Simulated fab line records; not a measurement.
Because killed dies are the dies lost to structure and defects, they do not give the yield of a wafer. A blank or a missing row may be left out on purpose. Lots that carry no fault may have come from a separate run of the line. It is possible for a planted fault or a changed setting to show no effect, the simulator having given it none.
Tool commonality check / flow nandHarc / Sample size 5 lots and 15 wafers

WHAT PROMPTED THE OPENING
On 2 of the 5 lots, a flag is raised at NHARC_END_SORT_01 on the reading killedAtPeriphery. Fault-free wafers read 4.4, with a standard deviation of 2.9.
Rule: a lot gets a flag if all its wafers with a number sit over 4 standard deviations from that mean, or if no wafer of it has a number. All remaining lots are regarded as sound.

lot=L493; measured=day 24 21:49; on=prober-02; killedAtPeriphery, wafer by wafer=3 2 1; flag=
lot=L503; measured=day 30 18:10; on=prober-01; killedAtPeriphery, wafer by wafer=628 627 615; flag=FLAGGED
lot=L504; measured=day 31 00:28; on=prober-01; killedAtPeriphery, wafer by wafer=639 638 630; flag=FLAGGED
lot=L505; measured=day 31 08:12; on=prober-02; killedAtPeriphery, wafer by wafer=6 2 3; flag=
lot=L509; measured=day 31 23:48; on=prober-02; killedAtPeriphery, wafer by wafer=6 7 9; flag=
Averaged over the flagged lots the numbers come to 629.5, +625.1 from the usual (+99 or more standard deviations).

WHICH TOOL RAN EACH LOT
The record holds 4 process steps before the reading, out of a route of 1302 steps. Each cell gives the tool, then ch followed by the chambers the sampled wafers passed through, then the start.
lot=L493; flag=; NHARC_P_GATE_EXPOSE_08=krfScanner-02 ch 0, day 4 20:47; NHARC_THIN_TSV_DEP_47=pecvd-04 ch 1,2, day 24 06:07; NHARC_THIN_TSV_STRIP_62=plasmaAsher-01 ch 0,1, day 24 06:50; NHARC_THIN_TSV_STRIP_56=plasmaAsher-01 ch 0,1, day 24 10:49
lot=L503; flag=FLAGGED; NHARC_P_GATE_EXPOSE_08=krfScanner-02 ch 0, day 8 19:49; NHARC_THIN_TSV_DEP_47=pecvd-02 ch 1,2, day 30 02:14; NHARC_THIN_TSV_STRIP_62=plasmaAsher-02 ch 0,1, day 30 03:40; NHARC_THIN_TSV_STRIP_56=plasmaAsher-02 ch 0,1, day 30 08:08
lot=L504; flag=FLAGGED; NHARC_P_GATE_EXPOSE_08=krfScanner-02 ch 0, day 9 05:29; NHARC_THIN_TSV_DEP_47=pecvd-04 ch 0,1, day 30 06:36; NHARC_THIN_TSV_STRIP_62=plasmaAsher-02 ch 0,1, day 30 07:56; NHARC_THIN_TSV_STRIP_56=plasmaAsher-01 ch 0,1, day 30 12:00
lot=L505; flag=; NHARC_P_GATE_EXPOSE_08=krfScanner-04 ch 0, day 10 07:01; NHARC_THIN_TSV_DEP_47=pecvd-04 ch 0,1,2, day 30 15:04; NHARC_THIN_TSV_STRIP_62=plasmaAsher-01 ch 0,1, day 30 15:49; NHARC_THIN_TSV_STRIP_56=plasmaAsher-01 ch 0,1, day 30 19:46
lot=L509; flag=; NHARC_P_GATE_EXPOSE_08=krfScanner-04 ch 0, day 11 07:58; NHARC_THIN_TSV_DEP_47=pecvd-03 ch 1,2, day 31 01:16; NHARC_THIN_TSV_STRIP_62=plasmaAsher-02 ch 0,1, day 31 02:11; NHARC_THIN_TSV_STRIP_56=plasmaAsher-01 ch 0,1, day 31 06:20
What is done by these steps:
- NHARC_P_GATE_EXPOSE_08: exposes mask P HV.
- NHARC_THIN_TSV_DEP_47: deposits SiO2, target thk 200 nm.
- NHARC_THIN_TSV_STRIP_62: strips in N2/H2, time 20 s.
- NHARC_THIN_TSV_STRIP_56: strips in O2.
- NHARC_END_SORT_01

FLAGGED AGAINST TOTAL, ONE TOOL AT A TIME (gauges that did the reading follow at the end)
step=NHARC_P_GATE_EXPOSE_08; tool=krfScanner-02; lots run=3; flagged=2; share of the flagged lots=all; sound lots run after its first flagged lot=0
step=NHARC_P_GATE_EXPOSE_08; tool=krfScanner-04; lots run=2; flagged=0; share of the flagged lots=none; sound lots run after its first flagged lot=-
step=NHARC_THIN_TSV_DEP_47; tool=pecvd-02; lots run=1; flagged=1; share of the flagged lots=some; sound lots run after its first flagged lot=0
step=NHARC_THIN_TSV_DEP_47; tool=pecvd-03; lots run=1; flagged=0; share of the flagged lots=none; sound lots run after its first flagged lot=-
step=NHARC_THIN_TSV_DEP_47; tool=pecvd-04; lots run=3; flagged=1; share of the flagged lots=some; sound lots run after its first flagged lot=1 (L505)
step=NHARC_THIN_TSV_STRIP_62; tool=plasmaAsher-01; lots run=2; flagged=0; share of the flagged lots=none; sound lots run after its first flagged lot=-
step=NHARC_THIN_TSV_STRIP_62; tool=plasmaAsher-02; lots run=3; flagged=2; share of the flagged lots=all; sound lots run after its first flagged lot=1 (L509)
step=NHARC_THIN_TSV_STRIP_56; tool=plasmaAsher-01; lots run=4; flagged=1; share of the flagged lots=some; sound lots run after its first flagged lot=2 (L505,L509)
step=NHARC_THIN_TSV_STRIP_56; tool=plasmaAsher-02; lots run=1; flagged=1; share of the flagged lots=some; sound lots run after its first flagged lot=0
step=NHARC_END_SORT_01; tool=prober-01; lots run=2; flagged=2; share of the flagged lots=all; sound lots run after its first flagged lot=0
step=NHARC_END_SORT_01; tool=prober-02; lots run=3; flagged=0; share of the flagged lots=none; sound lots run after its first flagged lot=-

WHAT THE TABLE PERMITS
krfScanner-02 at NHARC_P_GATE_EXPOSE_08, plasmaAsher-02 at NHARC_THIN_TSV_STRIP_62 and prober-01 at NHARC_END_SORT_01: these 3 rows of the table ran every flagged lot.
- krfScanner-02 at NHARC_P_GATE_EXPOSE_08: 2 of its 3 lots flagged. It ran its last sound lot, L493, at day 4 20:47 and its first flagged lot, L503, at day 8 19:49: a fault with its onset between the two fits.
- plasmaAsher-02 at NHARC_THIN_TSV_STRIP_62: 2 of its 3 lots flagged. After the first flagged lot (L509), sound lots still ran on it; a lasting fault on the whole tool would not permit that.
- prober-01 at NHARC_END_SORT_01: 2 of its 2 lots flagged. In this sample it ran no sound lot ahead of its first flagged lot, so there is no way to narrow down the start.
A lot count leaves these 2 tools indistinguishable: every one of them fits a fault beginning at some hour. More lots, or a look at what each step does to the wafer, might.

WHAT THE SIMULATOR HAD PUT IN
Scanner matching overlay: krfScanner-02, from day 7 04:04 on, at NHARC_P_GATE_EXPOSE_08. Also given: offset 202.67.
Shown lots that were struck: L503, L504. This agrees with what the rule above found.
